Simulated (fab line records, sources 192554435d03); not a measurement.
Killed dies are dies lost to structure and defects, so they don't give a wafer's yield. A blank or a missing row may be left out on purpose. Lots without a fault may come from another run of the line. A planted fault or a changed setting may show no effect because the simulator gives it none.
Chamber matching | flow n5_finfet | N5_BEOL_M14_ILD_DEP_00 on pecvd-04: 3 sister chambers
The step deposits SiO2 from TEOS/O2, target thk 1119.3 nm, time 237.4 s. 3 wafers are shown with their chamber, then 7 later ones without.

WAFERS WITH THEIR CHAMBER
wafer  | chamber | throttle_valve_pct (%)
L084.2 | 0       | 17.8
L088.2 | 2       | 17.7
L088.3 | 1       | 19.4

WAFERS WITHOUT THEIR CHAMBER
wafer  | throttle_valve_pct (%)
L088.4 | 17.7
L090.3 | 20.0
L090.4 | 19.9
L090.6 | 17.7
L093.2 | 17.8
L093.3 | 19.6
L093.4 | 19.9

WHICH CHAMBER EACH WENT THROUGH
wafer  | from the rows above     | in truth
L088.4 | can't be placed: 2 or 0 | 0
L090.3 | 1                       | 1
L090.4 | 1                       | 1
L090.6 | can't be placed: 2 or 0 | 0
L093.2 | can't be placed: 0 or 2 | 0
L093.3 | 1                       | 1
L093.4 | 1                       | 1
Placed correctly: 4 of 7. Can't be placed from these rows: 3 (the true chamber is among the candidates in 3). Placed wrongly: 0.
How it was worked out, from the rows above alone: a wafer's distance from a chamber is the root of the sum, over the readings, of the square of ((its reading less the chamber's mean) divided by the reading's scatter). The wafer belongs to the nearest chamber; if the next one is less than 2 further off, it can't be placed. A chamber's mean is the mean of its shown wafers. The scatter: with one shown wafer a chamber, the root of the mean of the squares of how far each hidden wafer lies from its nearest shown one.
